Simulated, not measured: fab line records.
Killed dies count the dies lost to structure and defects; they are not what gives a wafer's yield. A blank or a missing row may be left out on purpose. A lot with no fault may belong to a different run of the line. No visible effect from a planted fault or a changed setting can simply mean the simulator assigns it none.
Matching of chambers / flow n5 finfet / rie si-03 running N5_FIN_SAQP_ETCH_65: 4 sister chambers
The step etches SiO2 in CF4, target depth 4 nm, time 4.4 s. 42 wafers are shown with their chamber, then 12 later ones without.

WAFERS PAIRED WITH THEIR CHAMBERS
wafer=L076.2; chamber=2; drypump motor current A (A)=5.9; throttle valve pct (%)=22.12; oes product au (a.u.)=1.002
wafer=L076.4; chamber=0; drypump motor current A (A)=4.9; throttle valve pct (%)=22.04; oes product au (a.u.)=0.993
wafer=L076.5; chamber=1; drypump motor current A (A)=5.4; throttle valve pct (%)=21.89; oes product au (a.u.)=0.990
wafer=L078.1; chamber=1; drypump motor current A (A)=5.4; throttle valve pct (%)=21.91; oes product au (a.u.)=0.992
wafer=L078.3; chamber=3; drypump motor current A (A)=5.8; throttle valve pct (%)=21.94; oes product au (a.u.)=0.989
wafer=L078.6; chamber=1; drypump motor current A (A)=5.4; throttle valve pct (%)=21.90; oes product au (a.u.)=0.990
wafer=L080.1; chamber=0; drypump motor current A (A)=4.9; throttle valve pct (%)=22.02; oes product au (a.u.)=0.989
wafer=L080.2; chamber=2; drypump motor current A (A)=5.8; throttle valve pct (%)=22.12; oes product au (a.u.)=1.006
wafer=L080.3; chamber=0; drypump motor current A (A)=4.9; throttle valve pct (%)=22.02; oes product au (a.u.)=0.987
wafer=L080.4; chamber=2; drypump motor current A (A)=5.8; throttle valve pct (%)=22.13; oes product au (a.u.)=1.000
wafer=L080.5; chamber=0; drypump motor current A (A)=4.9; throttle valve pct (%)=22.02; oes product au (a.u.)=0.999
wafer=L080.6; chamber=2; drypump motor current A (A)=5.8; throttle valve pct (%)=22.12; oes product au (a.u.)=1.002
wafer=L083.3; chamber=1; drypump motor current A (A)=5.4; throttle valve pct (%)=21.91; oes product au (a.u.)=0.985
wafer=L083.4; chamber=2; drypump motor current A (A)=5.9; throttle valve pct (%)=22.13; oes product au (a.u.)=1.007
wafer=L083.5; chamber=0; drypump motor current A (A)=4.9; throttle valve pct (%)=22.04; oes product au (a.u.)=0.991
wafer=L085.3; chamber=1; drypump motor current A (A)=5.4; throttle valve pct (%)=21.91; oes product au (a.u.)=0.989
wafer=L085.4; chamber=3; drypump motor current A (A)=5.8; throttle valve pct (%)=21.94; oes product au (a.u.)=0.995
wafer=L085.5; chamber=3; drypump motor current A (A)=5.9; throttle valve pct (%)=21.94; oes product au (a.u.)=0.990
wafer=L087.1; chamber=2; drypump motor current A (A)=5.9; throttle valve pct (%)=22.12; oes product au (a.u.)=1.008
wafer=L087.2; chamber=3; drypump motor current A (A)=5.9; throttle valve pct (%)=21.94; oes product au (a.u.)=0.998
wafer=L087.3; chamber=0; drypump motor current A (A)=4.9; throttle valve pct (%)=22.01; oes product au (a.u.)=0.990
wafer=L088.1; chamber=3; drypump motor current A (A)=5.8; throttle valve pct (%)=21.93; oes product au (a.u.)=0.982
wafer=L088.2; chamber=0; drypump motor current A (A)=4.9; throttle valve pct (%)=22.00; oes product au (a.u.)=0.991
wafer=L088.6; chamber=0; drypump motor current A (A)=4.9; throttle valve pct (%)=22.03; oes product au (a.u.)=0.998
wafer=L089.1; chamber=3; drypump motor current A (A)=5.9; throttle valve pct (%)=21.95; oes product au (a.u.)=0.989
wafer=L089.2; chamber=2; drypump motor current A (A)=5.8; throttle valve pct (%)=22.12; oes product au (a.u.)=0.999
wafer=L089.4; chamber=1; drypump motor current A (A)=5.4; throttle valve pct (%)=21.91; oes product au (a.u.)=1.000
wafer=L090.3; chamber=0; drypump motor current A (A)=4.9; throttle valve pct (%)=22.01; oes product au (a.u.)=0.993
wafer=L090.5; chamber=1; drypump motor current A (A)=5.4; throttle valve pct (%)=21.92; oes product au (a.u.)=0.995
wafer=L090.6; chamber=2; drypump motor current A (A)=5.8; throttle valve pct (%)=22.13; oes product au (a.u.)=0.998
wafer=L091.1; chamber=3; drypump motor current A (A)=5.8; throttle valve pct (%)=21.94; oes product au (a.u.)=0.981
wafer=L091.2; chamber=1; drypump motor current A (A)=5.4; throttle valve pct (%)=21.91; oes product au (a.u.)=0.979
wafer=L091.3; chamber=0; drypump motor current A (A)=4.9; throttle valve pct (%)=22.03; oes product au (a.u.)=0.976
wafer=L091.4; chamber=2; drypump motor current A (A)=5.9; throttle valve pct (%)=22.13; oes product au (a.u.)=1.000
wafer=L091.5; chamber=0; drypump motor current A (A)=4.9; throttle valve pct (%)=22.02; oes product au (a.u.)=0.984
wafer=L091.6; chamber=3; drypump motor current A (A)=5.8; throttle valve pct (%)=21.94; oes product au (a.u.)=0.987
wafer=L092.2; chamber=1; drypump motor current A (A)=5.4; throttle valve pct (%)=21.89; oes product au (a.u.)=0.993
wafer=L092.4; chamber=0; drypump motor current A (A)=4.9; throttle valve pct (%)=22.02; oes product au (a.u.)=0.993
wafer=L092.6; chamber=2; drypump motor current A (A)=5.8; throttle valve pct (%)=22.09; oes product au (a.u.)=0.990
wafer=L093.2; chamber=3; drypump motor current A (A)=5.8; throttle valve pct (%)=21.94; oes product au (a.u.)=0.993
wafer=L093.3; chamber=1; drypump motor current A (A)=5.4; throttle valve pct (%)=21.92; oes product au (a.u.)=0.995
wafer=L093.4; chamber=0; drypump motor current A (A)=4.9; throttle valve pct (%)=22.02; oes product au (a.u.)=1.000

SIGNATURES, as means of the wafers listed above
reading=drypump motor current A; chamber 0=4.900; chamber 1=5.400; chamber 2=5.840; chamber 3=5.833; scatter within a chamber=0.034
reading=throttle valve pct; chamber 0=22.0215; chamber 1=21.9070; chamber 2=22.1210; chamber 3=21.9400; scatter within a chamber=0.0103
reading=oes product au; chamber 0=0.99108; chamber 1=0.99080; chamber 2=1.00120; chamber 3=0.98933; scatter within a chamber=0.00585
Rule: distance of a wafer from a chamber = root of the sum over the readings of ((wafer's reading minus chamber's mean) / reading's scatter) squared. If the next closest chamber is less than 2 further off than the closest, the wafer can't be placed; otherwise it belongs to the closest. The scatter: the root of (the sum of the squares of (reading less its chamber's mean) over the shown wafers, divided by (wafers less chambers)).

WAFERS WHOSE CHAMBER IS MISSING
wafer=L094.1; drypump motor current A (A)=5.8; throttle valve pct (%)=22.13; oes product au (a.u.)=1.012
wafer=L094.2; drypump motor current A (A)=5.8; throttle valve pct (%)=21.94; oes product au (a.u.)=0.989
wafer=L094.3; drypump motor current A (A)=4.9; throttle valve pct (%)=22.02; oes product au (a.u.)=0.993
wafer=L094.4; drypump motor current A (A)=5.4; throttle valve pct (%)=21.92; oes product au (a.u.)=0.992
wafer=L094.5; drypump motor current A (A)=5.8; throttle valve pct (%)=21.94; oes product au (a.u.)=0.998
wafer=L094.6; drypump motor current A (A)=4.9; throttle valve pct (%)=22.03; oes product au (a.u.)=0.988
wafer=L097.1; drypump motor current A (A)=4.9; throttle valve pct (%)=22.02; oes product au (a.u.)=0.984
wafer=L097.2; drypump motor current A (A)=5.8; throttle valve pct (%)=22.11; oes product au (a.u.)=0.991
wafer=L097.3; drypump motor current A (A)=5.8; throttle valve pct (%)=21.96; oes product au (a.u.)=0.979
wafer=L097.4; drypump motor current A (A)=5.4; throttle valve pct (%)=21.89; oes product au (a.u.)=0.985
wafer=L097.5; drypump motor current A (A)=5.8; throttle valve pct (%)=22.13; oes product au (a.u.)=0.994
wafer=L097.6; drypump motor current A (A)=5.4; throttle valve pct (%)=21.91; oes product au (a.u.)=0.975

WHICH CHAMBER EACH WENT THROUGH
wafer=L094.1; from the rows above=2; in truth=2
wafer=L094.2; from the rows above=3; in truth=3
wafer=L094.3; from the rows above=0; in truth=0
wafer=L094.4; from the rows above=1; in truth=1
wafer=L094.5; from the rows above=3; in truth=3
wafer=L094.6; from the rows above=0; in truth=0
wafer=L097.1; from the rows above=0; in truth=0
wafer=L097.2; from the rows above=2; in truth=2
wafer=L097.3; from the rows above=3; in truth=3
wafer=L097.4; from the rows above=1; in truth=1
wafer=L097.5; from the rows above=2; in truth=2
wafer=L097.6; from the rows above=1; in truth=1
12 of 12 placed correctly. Number that these rows cannot place: 0. Wrongly placed: 0.
